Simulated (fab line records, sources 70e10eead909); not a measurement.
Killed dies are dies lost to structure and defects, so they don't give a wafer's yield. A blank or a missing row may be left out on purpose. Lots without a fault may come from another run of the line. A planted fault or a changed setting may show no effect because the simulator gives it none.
A struck lot beside a sound one | flow nand_harc | 13 steps out of a route of 1302
Sound: wafers L919.2, L919.5, L919.6. Struck: wafers L914.1, L914.4, L914.5. The cause comes at the end.
At each step with rows: each side's tool, then ch and its chambers, then its first start. Under that, the readings that differ: sound wafers | struck wafers | difference of the means | sigmas: that difference in standard deviations of wafers without a fault.
alike: readings whose means differ by less than 2 such deviations, and words and numbers that are the same on both sides. not compared: withheld readings, readings that some wafer has no value for, bounds like >300 that may hide the same value, and numbers for which the record gives no deviation and whose values overlap.
The two part at a step that has a row with sigmas, a row that says differs or no value, or rows on one side only. Numbers that don't overlap but have no deviation are shown without sigmas and don't part them. A reading that every wafer of one side lacks parts them only if that side has two wafers or more.

first, 1 step without rows for these wafers: NHARC_A_CONTACT_SRD_22.
NHARC_A_CONTACT_INSPECT_23:
  sound on defect_inspect-02, day 27 20:31; struck on defect_inspect-02, day 25 21:14
  alike: raw_defect_count
then, 9 steps without rows for these wafers: NHARC_A_BLC_DEHYDRATE_00 (time 120 s); NHARC_A_BLC_HMDS_01 (time 30 s); NHARC_A_BLC_COAT_02 (time 75 s); NHARC_A_BLC_COAT_03 (time 65 s); NHARC_A_BLC_COAT_04 (resist thk 90 nm); NHARC_A_BLC_SOFTBAKE_05 (time 55 s); NHARC_A_BLC_EBR_06; NHARC_A_BLC_EXPOSE_07 (exposes mask A BLC, target cd 100 nm); NHARC_A_BLC_PEB_08 (peb time 65 s).
NHARC_A_BLC_DEVELOP_09: develop time 35 s.
  sound on litho_track-01 ch 0, day 27 20:00; struck on litho_track-06, day 25 21:00
  no value came back on the struck wafers for chill_plate_temp_C (C), develop_time_s (s); on the sound wafers chill_plate_temp_C (C) reads 22.85 22.95 23.05
NHARC_A_BLC_CD_MEAS_10: target cd 100 nm.
  sound on cd_sem-01 ch 0, day 27 21:02; struck on cd_sem-01 ch 0, day 25 21:44
  reading    | sound           | struck | difference                    | sigmas
  cd_nm (nm) | 100.5 99.6 99.7 | - - -  | no value on the struck wafers |

WHERE THEY PART
First at NHARC_A_BLC_DEVELOP_09; last, within this record, at NHARC_A_BLC_CD_MEAS_10.

WHY: what the simulator had put in
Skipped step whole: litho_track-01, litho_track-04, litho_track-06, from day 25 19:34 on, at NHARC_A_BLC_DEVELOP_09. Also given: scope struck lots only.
